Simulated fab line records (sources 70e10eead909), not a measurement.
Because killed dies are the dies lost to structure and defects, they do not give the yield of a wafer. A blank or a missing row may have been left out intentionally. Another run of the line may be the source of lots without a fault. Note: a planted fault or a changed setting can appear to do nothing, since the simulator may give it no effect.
What tool caused it? / flow nand_harc / 42 wafers from 14 lots sampled at 4 of the route's 1159 steps

WHAT THE GAUGES READ, wafer by wafer
The record lacks any reading of a measuring or inspecting step that a usual standard deviation could be used to judge.

WHAT TOOL EACH LOT RAN ON (gives the tool, then ch and the chambers of the sampled wafers, and finally the start)
lot=L854; NHARC_P_M0_PVD_20=pvd_sputter-02, day 5 23:25 or earlier; NHARC_P_M0_DEP_32=pecvd-01 ch 0,1, day 5 23:25; NHARC_P_M1_PEB_07=litho_track-04 ch 0, day 6 00:32; NHARC_P_M1_STRIP_18=rie_diel-05 ch 0,1,3, day 6 01:14
lot=L855; NHARC_P_M0_PVD_20=pvd_sputter-03, day 6 08:02 or earlier; NHARC_P_M0_DEP_32=pecvd-04 ch 1,2, day 6 08:02; NHARC_P_M1_PEB_07=litho_track-01 ch 0, day 6 09:12; NHARC_P_M1_STRIP_18=rie_diel-05 ch 0,1,3, day 6 09:54
lot=L856; NHARC_P_M0_PVD_20=pvd_sputter-03, day 6 08:25 or earlier; NHARC_P_M0_DEP_32=pecvd-03 ch 1,2, day 6 08:25; NHARC_P_M1_PEB_07=litho_track-01 ch 0, day 6 09:35; NHARC_P_M1_STRIP_18=rie_diel-02 ch 0,1,2, day 6 10:13
lot=L859; NHARC_P_M0_PVD_20=pvd_sputter-01, day 7 07:04 or earlier; NHARC_P_M0_DEP_32=pecvd-04 ch 0,1, day 7 07:04; NHARC_P_M1_PEB_07=litho_track-04 ch 0, day 7 08:11; NHARC_P_M1_STRIP_18=rie_diel-05 ch 0,1,3, day 7 08:50
lot=L862; NHARC_P_M0_PVD_20=pvd_sputter-02, day 7 19:40 or earlier; NHARC_P_M0_DEP_32=pecvd-03 ch 0,1,2, day 7 19:40; NHARC_P_M1_PEB_07=litho_track-06 ch 0, day 7 20:40; NHARC_P_M1_STRIP_18=rie_diel-09 ch 1,2, day 7 21:19
lot=L861; NHARC_P_M0_PVD_20=pvd_sputter-02, day 8 03:17 or earlier; NHARC_P_M0_DEP_32=pecvd-04 ch 0,1,2, day 8 03:17; NHARC_P_M1_PEB_07=litho_track-04 ch 0, day 8 04:20; NHARC_P_M1_STRIP_18=rie_diel-05 ch 0,2,3, day 8 05:01
lot=L863; NHARC_P_M0_PVD_20=pvd_sputter-01, day 8 08:49 or earlier; NHARC_P_M0_DEP_32=pecvd-01 ch 0,1,2, day 8 08:49; NHARC_P_M1_PEB_07=litho_track-04, day 8 09:51; NHARC_P_M1_STRIP_18=rie_diel-09 ch 1,3, day 8 10:31
lot=L864; NHARC_P_M0_PVD_20=pvd_sputter-03, day 8 13:38 or earlier; NHARC_P_M0_DEP_32=pecvd-04 ch 0,1,2, day 8 13:38; NHARC_P_M1_PEB_07=litho_track-04, day 8 14:46; NHARC_P_M1_STRIP_18=rie_diel-02 ch 0,1,2, day 8 15:36
lot=L869; NHARC_P_M0_PVD_20=pvd_sputter-03, day 9 18:23 or earlier; NHARC_P_M0_DEP_32=pecvd-04 ch 0,1,2, day 9 18:23; NHARC_P_M1_PEB_07=litho_track-01 ch 0, day 9 19:25; NHARC_P_M1_STRIP_18=rie_diel-02 ch 0,1,3, day 9 20:12
lot=L870; NHARC_P_M0_PVD_20=pvd_sputter-03, day 10 03:10 or earlier; NHARC_P_M0_DEP_32=pecvd-04 ch 0,2, day 10 03:10; NHARC_P_M1_PEB_07=litho_track-06 ch 0, day 10 04:19; NHARC_P_M1_STRIP_18=rie_diel-02 ch 0,1,3, day 10 04:58
lot=L871; NHARC_P_M0_PVD_20=pvd_sputter-01, day 10 08:54 or earlier; NHARC_P_M0_DEP_32=pecvd-01 ch 0,1,2, day 10 08:54; NHARC_P_M1_PEB_07=litho_track-04 ch 0, day 10 09:52; NHARC_P_M1_STRIP_18=rie_diel-09 ch 1,2,3, day 10 10:31
lot=L874; NHARC_P_M0_PVD_20=pvd_sputter-01, day 10 16:50 or earlier; NHARC_P_M0_DEP_32=pecvd-04 ch 0,2, day 10 16:50; NHARC_P_M1_PEB_07=litho_track-04 ch 0, day 10 17:52; NHARC_P_M1_STRIP_18=rie_diel-09 ch 2,3, day 10 18:31
lot=L873; NHARC_P_M0_PVD_20=pvd_sputter-02, day 11 02:09 or earlier; NHARC_P_M0_DEP_32=pecvd-04 ch 0,1,2, day 11 02:09; NHARC_P_M1_PEB_07=litho_track-04 ch 0, day 11 03:11; NHARC_P_M1_STRIP_18=rie_diel-02 ch 1,2,3, day 11 03:55
lot=L876; NHARC_P_M0_PVD_20=pvd_sputter-03, day 11 10:13 or earlier; NHARC_P_M0_DEP_32=pecvd-04 ch 0,1,2, day 11 10:13; NHARC_P_M1_PEB_07=litho_track-06 ch 0, day 11 11:23; NHARC_P_M1_STRIP_18=rie_diel-09 ch 0,1, day 11 12:05
- NHARC_P_M0_PVD_20: deposits TaN, target thk 5 nm, time 8.06 s.
- NHARC_P_M0_DEP_32: deposits SiCN, target thk 30 nm.
- NHARC_P_M1_PEB_07: peb time 65 s.
- NHARC_P_M1_STRIP_18: strips in N2/H2.

WHAT THE TOOLS THEMSELVES READ (means of the sampled wafers that have a number; where no wafer has one, the mark that the record gives instead)
NHARC_P_M0_PVD_20.
lot=L854; tool=pvd_sputter-02; throttle_valve_pct (%)=29.1
lot=L855; tool=pvd_sputter-03; throttle_valve_pct (%)=30.7
lot=L856; tool=pvd_sputter-03; throttle_valve_pct (%)=30.0
lot=L859; tool=pvd_sputter-01; throttle_valve_pct (%)=31.2
lot=L862; tool=pvd_sputter-02; throttle_valve_pct (%)=28.9
lot=L861; tool=pvd_sputter-02; throttle_valve_pct (%)=29.0
lot=L863; tool=pvd_sputter-01; throttle_valve_pct (%)=30.1
lot=L864; tool=pvd_sputter-03; throttle_valve_pct (%)=29.9
lot=L869; tool=pvd_sputter-03; throttle_valve_pct (%)=30.3
lot=L870; tool=pvd_sputter-03; throttle_valve_pct (%)=30.8
lot=L871; tool=pvd_sputter-01; throttle_valve_pct (%)=30.0
lot=L874; tool=pvd_sputter-01; throttle_valve_pct (%)=29.9
lot=L873; tool=pvd_sputter-02; throttle_valve_pct (%)=30.0
lot=L876; tool=pvd_sputter-03; throttle_valve_pct (%)=29.7

NHARC_P_M0_DEP_32.
lot=L854; tool=pecvd-01; chamber_pressure_Torr (Torr)=3.003; heater_power_w (W)=645
lot=L855; tool=pecvd-04; chamber_pressure_Torr (Torr)=3.005; heater_power_w (W)=550
lot=L856; tool=pecvd-03; chamber_pressure_Torr (Torr)=3.004; heater_power_w (W)=642
lot=L859; tool=pecvd-04; chamber_pressure_Torr (Torr)=3.001; heater_power_w (W)=578
lot=L862; tool=pecvd-03; chamber_pressure_Torr (Torr)=2.998; heater_power_w (W)=660
lot=L861; tool=pecvd-04; chamber_pressure_Torr (Torr)=3.002; heater_power_w (W)=527
lot=L863; tool=pecvd-01; chamber_pressure_Torr (Torr)=3.000; heater_power_w (W)=625
lot=L864; tool=pecvd-04; chamber_pressure_Torr (Torr)=3.000; heater_power_w (W)=524
lot=L869; tool=pecvd-04; chamber_pressure_Torr (Torr)=3.001; heater_power_w (W)=562
lot=L870; tool=pecvd-04; chamber_pressure_Torr (Torr)=3.002; heater_power_w (W)=587
lot=L871; tool=pecvd-01; chamber_pressure_Torr (Torr)=3.002; heater_power_w (W)=670
lot=L874; tool=pecvd-04; chamber_pressure_Torr (Torr)=3.002; heater_power_w (W)=478
lot=L873; tool=pecvd-04; chamber_pressure_Torr (Torr)=2.996; heater_power_w (W)=557
lot=L876; tool=pecvd-04; chamber_pressure_Torr (Torr)=3.005; heater_power_w (W)=569

NHARC_P_M1_PEB_07.
lot=L854; tool=litho_track-04; chill_plate_temp_C (C)=23.00; exhaust_pa (Pa)=44.7
lot=L855; tool=litho_track-01; chill_plate_temp_C (C)=23.05; exhaust_pa (Pa)=44.8
lot=L856; tool=litho_track-01; chill_plate_temp_C (C)=22.84; exhaust_pa (Pa)=44.4
lot=L859; tool=litho_track-04; chill_plate_temp_C (C)=22.86; exhaust_pa (Pa)=44.9
lot=L862; tool=litho_track-06; chill_plate_temp_C (C)=22.91; exhaust_pa (Pa)=44.4
lot=L861; tool=litho_track-04; chill_plate_temp_C (C)=23.11; exhaust_pa (Pa)=44.4
lot=L863; tool=litho_track-04; chill_plate_temp_C (C)=-; exhaust_pa (Pa)=-
lot=L864; tool=litho_track-04; chill_plate_temp_C (C)=-; exhaust_pa (Pa)=-
lot=L869; tool=litho_track-01; chill_plate_temp_C (C)=23.07; exhaust_pa (Pa)=45.3
lot=L870; tool=litho_track-06; chill_plate_temp_C (C)=22.88; exhaust_pa (Pa)=44.7
lot=L871; tool=litho_track-04; chill_plate_temp_C (C)=23.04; exhaust_pa (Pa)=46.0
lot=L874; tool=litho_track-04; chill_plate_temp_C (C)=22.94; exhaust_pa (Pa)=45.2
lot=L873; tool=litho_track-04; chill_plate_temp_C (C)=22.86; exhaust_pa (Pa)=45.0
lot=L876; tool=litho_track-06; chill_plate_temp_C (C)=23.06; exhaust_pa (Pa)=45.3

NHARC_P_M1_STRIP_18.
lot=L854; tool=rie_diel-05; drypump_motor_current_A (A)=5.6; h2_flow_sccm (sccm)=150.1; mfc_ar_sccm (sccm)=0.013; oes_product_au (a.u.)=0.999; power_w (W)=997.3; rf_vpp_V (V)=90.8; showerhead_plenum_p_Torr (Torr)=2.08; throttle_valve_pct (%)=14.166
lot=L855; tool=rie_diel-05; drypump_motor_current_A (A)=5.6; h2_flow_sccm (sccm)=150.0; mfc_ar_sccm (sccm)=0.013; oes_product_au (a.u.)=1.005; power_w (W)=1001.6; rf_vpp_V (V)=91.0; showerhead_plenum_p_Torr (Torr)=2.07; throttle_valve_pct (%)=14.171
lot=L856; tool=rie_diel-02; drypump_motor_current_A (A)=5.8; h2_flow_sccm (sccm)=150.4; mfc_ar_sccm (sccm)=0.002; oes_product_au (a.u.)=1.002; power_w (W)=1001.9; rf_vpp_V (V)=90.7; showerhead_plenum_p_Torr (Torr)=2.03; throttle_valve_pct (%)=14.179
lot=L859; tool=rie_diel-05; drypump_motor_current_A (A)=5.6; h2_flow_sccm (sccm)=149.8; mfc_ar_sccm (sccm)=0.013; oes_product_au (a.u.)=0.994; power_w (W)=999.5; rf_vpp_V (V)=91.5; showerhead_plenum_p_Torr (Torr)=2.07; throttle_valve_pct (%)=14.167
lot=L862; tool=rie_diel-09; drypump_motor_current_A (A)=6.4; h2_flow_sccm (sccm)=150.0; mfc_ar_sccm (sccm)=0.000; oes_product_au (a.u.)=0.988; power_w (W)=1000.9; rf_vpp_V (V)=91.6; showerhead_plenum_p_Torr (Torr)=2.13; throttle_valve_pct (%)=14.170
lot=L861; tool=rie_diel-05; drypump_motor_current_A (A)=5.6; h2_flow_sccm (sccm)=150.5; mfc_ar_sccm (sccm)=0.011; oes_product_au (a.u.)=1.002; power_w (W)=1000.1; rf_vpp_V (V)=91.3; showerhead_plenum_p_Torr (Torr)=2.06; throttle_valve_pct (%)=14.177
lot=L863; tool=rie_diel-09; drypump_motor_current_A (A)=5.9; h2_flow_sccm (sccm)=149.9; mfc_ar_sccm (sccm)=0.000; oes_product_au (a.u.)=1.005; power_w (W)=1001.8; rf_vpp_V (V)=91.5; showerhead_plenum_p_Torr (Torr)=2.15; throttle_valve_pct (%)=14.176
lot=L864; tool=rie_diel-02; drypump_motor_current_A (A)=5.8; h2_flow_sccm (sccm)=150.2; mfc_ar_sccm (sccm)=0.002; oes_product_au (a.u.)=0.996; power_w (W)=998.0; rf_vpp_V (V)=90.1; showerhead_plenum_p_Torr (Torr)=2.03; throttle_valve_pct (%)=14.166
lot=L869; tool=rie_diel-02; drypump_motor_current_A (A)=6.0; h2_flow_sccm (sccm)=150.1; mfc_ar_sccm (sccm)=0.002; oes_product_au (a.u.)=0.994; power_w (W)=998.7; rf_vpp_V (V)=90.7; showerhead_plenum_p_Torr (Torr)=2.00; throttle_valve_pct (%)=14.167
lot=L870; tool=rie_diel-02; drypump_motor_current_A (A)=6.0; h2_flow_sccm (sccm)=149.5; mfc_ar_sccm (sccm)=0.002; oes_product_au (a.u.)=1.006; power_w (W)=996.8; rf_vpp_V (V)=90.8; showerhead_plenum_p_Torr (Torr)=2.00; throttle_valve_pct (%)=14.176
lot=L871; tool=rie_diel-09; drypump_motor_current_A (A)=6.1; h2_flow_sccm (sccm)=150.1; mfc_ar_sccm (sccm)=0.000; oes_product_au (a.u.)=0.989; power_w (W)=1000.5; rf_vpp_V (V)=91.2; showerhead_plenum_p_Torr (Torr)=2.15; throttle_valve_pct (%)=14.172
lot=L874; tool=rie_diel-09; drypump_motor_current_A (A)=5.7; h2_flow_sccm (sccm)=149.9; mfc_ar_sccm (sccm)=0.000; oes_product_au (a.u.)=0.991; power_w (W)=998.1; rf_vpp_V (V)=90.8; showerhead_plenum_p_Torr (Torr)=2.16; throttle_valve_pct (%)=14.174
lot=L873; tool=rie_diel-02; drypump_motor_current_A (A)=5.9; h2_flow_sccm (sccm)=149.6; mfc_ar_sccm (sccm)=0.004; oes_product_au (a.u.)=0.985; power_w (W)=1004.3; rf_vpp_V (V)=89.8; showerhead_plenum_p_Torr (Torr)=1.98; throttle_valve_pct (%)=14.170
lot=L876; tool=rie_diel-09; drypump_motor_current_A (A)=6.2; h2_flow_sccm (sccm)=150.1; mfc_ar_sccm (sccm)=0.000; oes_product_au (a.u.)=0.999; power_w (W)=1001.5; rf_vpp_V (V)=91.3; showerhead_plenum_p_Torr (Torr)=2.12; throttle_valve_pct (%)=14.168

THE ANSWER, worked out from the rows above alone
Rule: what is usual is taken from the lots themselves. Put in order of their means at a reading, lots are off if they are a third of the lots or fewer, leave a main group of 4 or more, and stand apart from it by a gap of 3 or more times the standard deviation of the main group's means; of several such gaps the widest counts. A main group is skipped when, at the precision printed for the reading in the tables above, its means are all equal. A lot without any number at a reading at which 4 lots or more have one is off too. Any other lot the step has rows for is counted as sound. After the gauges, taken in route order, come the tools' own readings; for these a lot's mean is taken, as printed above. The first step at which some lot is off is used, and at that step the reading that is off furthest; a lot without a number counts as furthest.
Off: L863, L864, at NHARC_P_M1_PEB_07 (chill_plate_temp_C). Without a number there: L863, L864. The main group: mean 22.97 C, standard deviation 0.093.
If a tool, at that step or one of the process steps before it, ran each lot that is off and ran no sound lot following the first of them, it fits. NHARC_P_M0_PVD_20 gives no start for some lots, so the hours and the order of its lots are those of NHARC_P_M0_DEP_32. Of those tried, none fits.

WHAT THE SIMULATOR HAD PUT IN
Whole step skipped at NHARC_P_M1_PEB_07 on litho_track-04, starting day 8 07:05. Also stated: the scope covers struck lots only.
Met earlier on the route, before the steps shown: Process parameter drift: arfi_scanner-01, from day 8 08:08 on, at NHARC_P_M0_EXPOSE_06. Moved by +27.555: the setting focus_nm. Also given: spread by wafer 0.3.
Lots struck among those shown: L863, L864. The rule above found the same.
